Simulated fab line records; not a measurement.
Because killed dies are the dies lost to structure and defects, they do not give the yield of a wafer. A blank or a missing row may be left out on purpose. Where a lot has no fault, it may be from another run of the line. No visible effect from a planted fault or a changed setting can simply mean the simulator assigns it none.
fab line records	flow n5_finfet	part 2 of 2: steps 5 to 6 of 6
record lots=23	wafers=69	last_day=17
route steps=1938 shown BEOL_M4@1108 BEOL_M5@1130
lots with no fault: from the same line, run without faults
start_h: hours from the record's opening day to when the first of the lot's shown wafers began	wait_h: time in hours since the lot's previous step	" unchanged from the row above	L1.1+2: one row covering several wafers at once	- either no value or no given start	* or withheld: withheld	< > ~ a bound
route shown NAME@n: names a module that has steps shown in the file, with the first one's number in the route	usual: mean/standard deviation of fault-free wafers	same: alike in all rows	chamber/n: place in a boat	sites: each site's reading	_std_site: their standard deviation	_edge_site: the outer-site mean with the inner-site mean subtracted	radius_mm: for every site, how far away it sits from the centre of the wafer	mask NAME#n: copy n	behind: the tool/chamber that last shaped the wafer	hold: reason for holding the lot/hours on hold/outcome of the hold	device: the transistor (n, p or np) that didn't switch	end of line: at the end of the route, the tests of the same wafers	for a step that has no rows: nothing shown but its recipe	killed: dies lost to structure and defects at the first sort, not the wafer's yield	map: a wafer's dies, marking killed ones x, the rest . and places with no die _
set.NAME: the setting as run; set.NAME@STEP: as run at that earlier step	model.NAME: the simulator's own value behind a step, which no gauge read
the route's steps for a sample of lots (tables are steps, rows are wafers)
services: when a tool's chamber went out of use (start_h, in hours from the record's first day, below 0 if earlier), for how many hours, and the reason
## steps
# step N5_BEOL_M5_INSPECT_30
# recipe mode=adi	inspect_instrument=brightfield
# usual raw_defect_count=442/100
lot.wafer	tool	chamber	start_h	wait_h	raw_defect_count
L074.3	defect_inspect-01	-	169.40	0.0	360
L074.5	"	-	"	"	320
L074.6	"	-	"	"	329
L075.3	defect_inspect-02	-	169.98	0.0	295
L075.4	"	-	"	"	301
L075.6	"	-	"	"	398
L076.3	defect_inspect-01	-	183.78	0.0	528
L076.4	"	-	"	"	485
L076.6	"	-	"	"	505
L077.2	defect_inspect-01	-	186.58	0.0	500
L077.5	"	-	"	"	553
L077.6	"	-	"	"	563
L078.1	defect_inspect-01	-	196.87	0.1	345
L078.3	"	-	"	"	558
L078.6	"	-	"	"	380
L080.1	defect_inspect-02	-	200.75	0.1	482
L080.2	"	-	"	"	621
L080.4	"	-	"	"	598
L079.1	defect_inspect-02	-	204.06	0.1	368
L079.3	"	-	"	"	415
L079.5	"	-	"	"	364
L081.2	defect_inspect-01	-	209.82	0.0	532
L081.5	"	-	"	"	431
L081.6	"	-	"	"	547
L082.1	defect_inspect-01	-	212.33	0.1	415
L082.2	"	-	"	"	498
L082.3	"	-	"	"	444
L083.3	defect_inspect-02	-	226.42	0.0	316
L083.4	"	-	"	"	269
L083.5	"	-	"	"	375
L084.3	defect_inspect-01	-	235.52	0.0	465
L084.4	"	-	"	"	409
L084.6	"	-	"	"	429
L086.2	defect_inspect-02	-	237.61	0.0	576
L086.3	"	-	"	"	405
L086.5	"	-	"	"	597
L085.2	defect_inspect-01	-	241.54	0.0	575
L085.4	"	-	"	"	545
L085.5	"	-	"	"	726
L087.3	defect_inspect-01	-	250.72	0.0	516
L087.4	"	-	"	"	503
L087.5	"	-	"	"	694
L088.1	defect_inspect-01	-	262.97	0.1	430
L088.3	"	-	"	"	477
L088.5	"	-	"	"	465
L089.1	defect_inspect-02	-	263.02	0.1	349
L089.5	"	-	"	"	461
L089.6	"	-	"	"	373
L090.2	defect_inspect-02	-	263.07	0.0	253
L090.5	"	-	"	"	370
L090.6	"	-	"	"	310
L091.1	defect_inspect-01	-	277.77	0.1	417
L091.2	"	-	"	"	327
L091.6	"	-	"	"	400
L092.1	defect_inspect-02	-	282.08	0.1	378
L092.3	"	-	"	"	452
L092.4	"	-	"	"	632
L093.2	defect_inspect-01	-	287.32	0.0	377
L093.4	"	-	"	"	348
L093.5	"	-	"	"	415
L094.1	defect_inspect-01	-	291.34	0.1	528
L094.2	"	-	"	"	378
L094.3	"	-	"	"	386
L095.2	defect_inspect-02	-	293.37	0.0	340
L095.3	"	-	"	"	407
L095.5	"	-	"	"	318
L097.1	defect_inspect-01	-	306.85	0.1	485
L097.3	"	-	"	"	338
L097.5	"	-	"	"	539
# step N5_BEOL_M5_DESCUM_33
# recipe chemistry=O2	time_s=7	source_power_w=50	bias_power_w=20	pressure_mtorr=20	rf_frequency_hz=2.712e+07	temp_c=40	resist=CAR-EUV	o2_flow_sccm=225
# usual drypump_motor_current_A=5.7/0.41	oes_product_au=0.76/0.09	rf_vpp_V=242.9/1.5	showerhead_plenum_p_Torr=2.09/0.063	throttle_valve_pct=20.57/0.28
# same time_s=7
lot.wafer	tool	chamber	start_h	wait_h	drypump_motor_current_A	oes_product_au	rf_hours_counter_h	rf_vpp_V	showerhead_plenum_p_Torr	throttle_valve_pct
L074.3	rie_diel-01	0	169.44	0.0	5.3	0.70	245	244.5	2.16	20.93
L074.5	"	0	"	"	5.3	0.70	-	243.9	2.16	20.92
L074.6	"	1	"	"	6.0	0.90	-	244.7	2.11	19.94
L075.3	rie_diel-03	3	170.02	0.0	5.3	0.76	175	243.6	2.19	20.67
L075.4	"	0	"	"	5.7	0.74	147	244.6	2.19	20.71
L075.6	"	2	"	"	5.5	0.73	-	241.7	2.01	20.68
L076.3	rie_diel-04	0	183.81	0.0	4.7	0.68	203	240.7	2.00	20.72
L076.4	"	3	"	"	6.0	0.71	220	243.7	2.08	20.98
L076.6	"	1	"	"	6.1	1.01	-	241.6	2.05	20.16
L077.2	rie_diel-04	1	186.85	0.3	6.1	1.00	2	241.8	2.05	20.16
L077.5	"	0	"	"	4.7	0.69	-	241.5	2.00	20.71
L077.6	"	3	"	"	6.0	0.70	-	245.5	2.08	20.99
L078.1	rie_diel-01	2	196.91	0.0	6.3	0.73	168	244.8	2.10	20.68
L078.3	"	3	"	"	5.8	0.73	181	241.0	2.02	20.51
L078.6	"	1	"	"	6.0	0.88	-	243.2	2.11	19.95
L080.1	rie_diel-01	2	200.79	0.0	6.3	0.72	170	242.1	2.10	20.67
L080.2	"	3	"	"	5.8	0.73	183	243.0	2.02	20.53
L080.4	"	2	"	"	6.2	0.72	-	243.8	2.10	20.69
L079.1	rie_diel-04	3	204.20	0.1	5.9	0.71	226	242.2	2.08	20.98
L079.3	"	2	"	"	5.7	0.71	191	245.2	2.17	20.20
L079.5	"	0	"	"	4.7	0.68	-	241.4	2.00	20.71
L081.2	rie_diel-03	0	210.16	0.3	5.7	0.72	156	244.6	2.18	20.71
L081.5	"	2	"	"	5.5	0.73	-	240.1	2.00	20.70
L081.6	"	3	"	"	5.2	0.74	-	244.4	2.18	20.69
L082.1	rie_diel-01	3	212.36	0.0	5.8	0.72	188	241.5	2.02	20.52
L082.2	"	0	"	"	5.3	1.01	1	242.0	2.16	20.56
L082.3	"	2	"	"	6.3	0.72	175	242.9	2.10	20.69
L083.3	rie_diel-03	2	226.46	0.0	5.6	0.73	182	242.4	2.00	20.72
L083.4	"	1	"	"	5.8	0.73	196	243.3	2.09	20.73
L083.5	"	2	"	"	5.5	0.72	-	241.6	2.00	20.72
L084.3	rie_diel-03	2	236.21	0.7	5.5	0.72	186	239.8	2.00	20.71
L084.4	"	3	"	"	5.2	0.73	199	243.1	2.18	20.71
L084.6	"	2	"	"	5.5	0.73	-	240.9	2.00	20.74
L086.2	rie_diel-01	1	237.64	0.0	6.0	0.87	48	243.4	2.11	19.96
L086.3	"	3	"	"	5.8	0.71	196	241.2	2.01	20.53
L086.5	"	2	"	"	6.2	0.71	-	242.6	2.10	20.70
L085.2	rie_diel-01	0	241.57	0.0	5.3	0.96	11	244.7	2.15	20.55
L085.4	"	2	"	"	6.3	0.70	186	244.3	2.10	20.71
L085.5	"	3	"	"	5.8	0.71	-	240.9	2.01	20.53
L087.3	rie_diel-04	1	250.76	0.0	6.0	0.93	24	242.1	2.04	20.18
L087.4	"	0	"	"	4.7	0.67	224	242.8	1.99	20.74
L087.5	"	2	"	"	5.7	0.71	-	244.1	2.17	20.23
L088.1	rie_diel-04	1	263.16	0.2	6.1	0.92	27	242.3	2.04	20.21
L088.3	"	0	"	"	4.7	0.67	227	240.7	1.99	20.74
L088.5	"	3	"	"	5.9	0.69	-	241.5	2.08	21.00
L089.1	rie_diel-01	2	263.34	0.3	6.3	0.70	192	243.7	2.10	20.70
L089.5	"	0	"	"	5.3	0.95	-	243.9	2.15	20.56
L089.6	"	1	"	"	6.0	0.85	-	244.0	2.11	19.98
L090.2	rie_diel-03	2	263.40	0.3	5.5	0.71	195	241.2	2.00	20.74
L090.5	"	1	"	"	5.7	0.72	-	244.4	2.09	20.76
L090.6	"	2	"	"	5.5	0.72	-	240.5	2.00	20.72
L091.1	rie_diel-03	1	277.80	0.0	5.8	0.72	212	242.7	2.09	20.75
L091.2	"	0	"	"	5.7	0.71	176	243.6	2.18	20.76
L091.6	"	3	"	"	5.3	0.73	-	244.2	2.17	20.74
L092.1	rie_diel-04	1	282.11	0.0	6.2	0.90	32	242.3	2.04	20.20
L092.3	"	0	"	"	4.7	0.67	232	241.1	1.99	20.75
L092.4	"	2	"	"	5.8	0.70	215	242.7	2.16	20.23
L093.2	rie_diel-01	0	287.36	0.0	5.3	0.93	25	242.4	2.15	20.59
L093.4	"	2	"	"	6.3	0.70	199	244.1	2.09	20.73
L093.5	"	2	"	"	6.3	0.69	-	243.4	2.09	20.73
L094.1	rie_diel-01	2	291.37	0.0	6.3	0.70	201	243.8	2.09	20.74
L094.2	"	1	"	"	6.0	0.84	64	244.2	2.10	20.00
L094.3	"	3	"	"	5.8	0.71	213	241.0	2.01	20.56
L095.2	rie_diel-01	1	293.41	0.0	6.0	0.84	64	242.4	2.10	20.00
L095.3	"	0	"	"	5.3	0.93	27	243.8	2.15	20.57
L095.5	"	2	"	"	6.2	0.70	-	243.2	2.09	20.73
L097.1	rie_diel-03	3	306.88	0.0	5.2	0.73	219	244.1	2.17	20.75
L097.3	"	0	"	"	5.7	0.70	186	244.0	2.17	20.77
L097.5	"	1	"	"	5.7	0.71	-	242.4	2.09	20.78
## services
tool	chamber	start_h	hours	kind
rie_metal-02	-	141.53	14.6	pm
rie_diel-04	1	154.34	-	clean
rie_diel-04	1	154.34	-	consumable_replace:focus_ring
pecvd-03	2	171.08	2.1	scheduled_down
pecvd-01	-	178.46	0.7	repair
rie_metal-03	1	181.20	12.1	repair
rie_diel-01	0	188.11	-	clean
rie_diel-01	0	188.11	-	consumable_replace:focus_ring
rie_diel-01	0	188.11	20.4	scheduled_down
rie_diel-01	0	188.11	20.4	vent_cycle
pecvd-01	-	195.58	6.0	pm
rie_diel-01	1	203.57	15.6	repair
pecvd-04	-	218.53	6.0	pm
pecvd-03	2	228.10	7.4	repair
rie_diel-04	0	241.77	2.9	repair
rie_diel-03	3	243.02	4.6	repair
rie_metal-03	-	249.95	2.8	pm
rie_diel-04	3	266.66	7.7	repair
pecvd-04	0	272.73	8.0	repair
pecvd-01	0	276.77	4.4	repair
pecvd-04	-	286.91	2.5	repair
rie_metal-02	-	293.03	1.4	pm
rie_diel-03	2	305.25	9.0	repair
pecvd-03	-	305.30	1.0	repair
